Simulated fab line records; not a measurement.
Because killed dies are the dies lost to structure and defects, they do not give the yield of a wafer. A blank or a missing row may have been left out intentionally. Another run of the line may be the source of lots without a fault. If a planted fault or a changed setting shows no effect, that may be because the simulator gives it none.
Split-lot study | flow n5-finfet | on a route of 1938 steps: 7 lots, 21 wafers read

ON THE SPLIT
At N5_FIN_SAQP_PECVD_06 (deposits a-Si from SiH4/He, target thk 60 nm, time 48.1 s), the setting time-s was moved away from the recipe's 48.1 s on 4 of the 21 wafers read, by -10.3% to +5.9%. The other wafers ran this setting at the recipe's value.

FROM THE SPLIT TO THE READING: what the file shows between them, 5 steps
- N5_FIN_SAQP_THK_MEAS_07
- N5_FIN_SAQP_HM_DEP_72: deposits SiO2 from SiH4/N2O, target thk 12 nm, time 7.2 s
- N5_FIN_SAQP_COAT_49: time 60 s, resist thk 100 nm
- N5_FIN_SAQP_HM_OPEN_73: chemistry CHF3/O2, target SiO2, stops on a-Si, target depth 12 nm, time 16.8 s
- N5_FIN_SAQP_STRIP_74: strips in CHF3/O2

THE READING
etch.depth-nm (the simulator's own value, which no gauge read), in nm, at N5_FIN_SAQP_MANDREL_ETCH_22 (etches a-Si in HBr/Cl2, stops on SiNx, target depth 60 nm, bt time 10 s, time 30 s). There is no usual value for it anywhere in the file. Across the 17 wafers here that went through the recipe, the average is 60.40 nm and the standard deviation 0.82 nm.

wafer  | tool, chamber at the split | time-s as run, s | against the recipe | etch.depth-nm, nm | against lot-mates on the recipe
L078.1 | pecvd-04, 2                | 48.1             | recipe             | 59.35             | -
L078.3 | pecvd-04, 2                | 48.1             | recipe             | 60.03             | -
L078.4 | pecvd-04, 0                | 48.1             | recipe             | 59.18             | -
L081.3 | pecvd-04, 2                | 48.1             | recipe             | 61.41             | -
L081.4 | pecvd-04, 2                | 48.1             | recipe             | 61.76             | -
L081.6 | pecvd-04, 2                | 48.1             | recipe             | 60.81             | -
L083.2 | pecvd-02, 2                | 48.1             | recipe             | 59.12             | -
L083.3 | pecvd-02, 1                | 50.92            | +5.9%              | 63.13             | +4.01
L083.4 | pecvd-02, 0                | 50.92            | +5.9%              | 63.26             | +4.14
L084.1 | pecvd-04, 2                | 48.1             | recipe             | 60.92             | -
L084.4 | pecvd-04, 2                | 43.16            | -10.3%             | 54.8              | -6.12
L084.5 | pecvd-04, 0                | 43.16            | -10.3%             | 54.41             | -6.51
L085.2 | pecvd-01, 1                | 48.1             | recipe             | 59.69             | -
L085.4 | pecvd-01, 0                | 48.1             | recipe             | 61.4              | -
L085.5 | pecvd-01, 2                | 48.1             | recipe             | 60.67             | -
L095.1 | pecvd-02, 0                | 48.1             | recipe             | 60.48             | -
L095.4 | pecvd-02, 1                | 48.1             | recipe             | 60.18             | -
L095.6 | pecvd-02, 0                | 48.1             | recipe             | 61.69             | -
L097.1 | pecvd-02, 0                | 48.1             | recipe             | 59.99             | -
L097.2 | pecvd-02, 2                | 48.1             | recipe             | 59.87             | -
L097.4 | pecvd-02, 0                | 48.1             | recipe             | 60.17             | -

FIT RESULTS
A straight line over all 21 wafers: etch.depth-nm changes by +0.541 nm for each +1% of time-s; r = +0.93; the points scatter about the line by 0.79 nm.
The same after taking each lot's own level away (the mean of its wafers on the recipe; 21 wafers): +0.636 nm for each +1%; r = +0.98; scatter 0.46 nm.
That fit puts the effect of the largest move of time-s on the reading at 6.5 nm.
Across the lots, their own levels run from 59.120 to 61.327 nm, a range of 2.7 times the standard deviation given above.
In other words, the slope is changed by the lot-to-lot level; the two fits disagree.
Check: for one of the wafers moved furthest among these (-10.3%), held out of the fit, the line's prediction against its lot-mates is -6.72 nm. It came out at -6.12 nm against them.

THE OTHER SPLITS THESE WAFERS WENT THROUGH
Note: prior to the reading, these wafers also went through further splits. Each is held against what the fit with the lots' levels taken away leaves over:
other split on the same wafers | wafers away from the commonest value | r with etch.depth-nm (lot level and that fit taken away)
N5_ZERO_LAYER_ETCH_18 icp-w    | 5                                    | +0.19
N5_WELL_APT_PEB_06 peb-time-s  | 7                                    | -0.24
N5_FIN_SAQP_HM_DEP_03 time-s   | 4                                    | -0.04

THE WHOLE CHAIN: every reading that the file lists as answering this split, in the file's order
step                        | what it does                                                                       | reading                                                                           | change (the file's fit)               | r (the file's)
N5_FIN_SAQP_PECVD_06        | deposits a-Si from SiH4/He, target thk 60 nm, time 48.1 s                          | a-Si_of_FIN_SAQP_PECVD_06.thk-nm (the simulator's own value, which no gauge read) | +0.636 nm for each +1% of the setting | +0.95
N5_FIN_SAQP_THK_MEAS_07     |                                                                                    | thk-nm                                                                            | withheld for each +1% of the setting  | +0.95
N5_FIN_SAQP_MANDREL_ETCH_22 | etches a-Si in HBr/Cl2, stops on SiNx, target depth 60 nm, bt time 10 s, time 30 s | etch.depth-nm (the simulator's own value, which no gauge read)                    | +0.635 nm for each +1% of the setting | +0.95

THE FILE'S OWN FIT
etch.depth-nm changes by +0.635 nm for each +1% of time-s, r = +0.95.
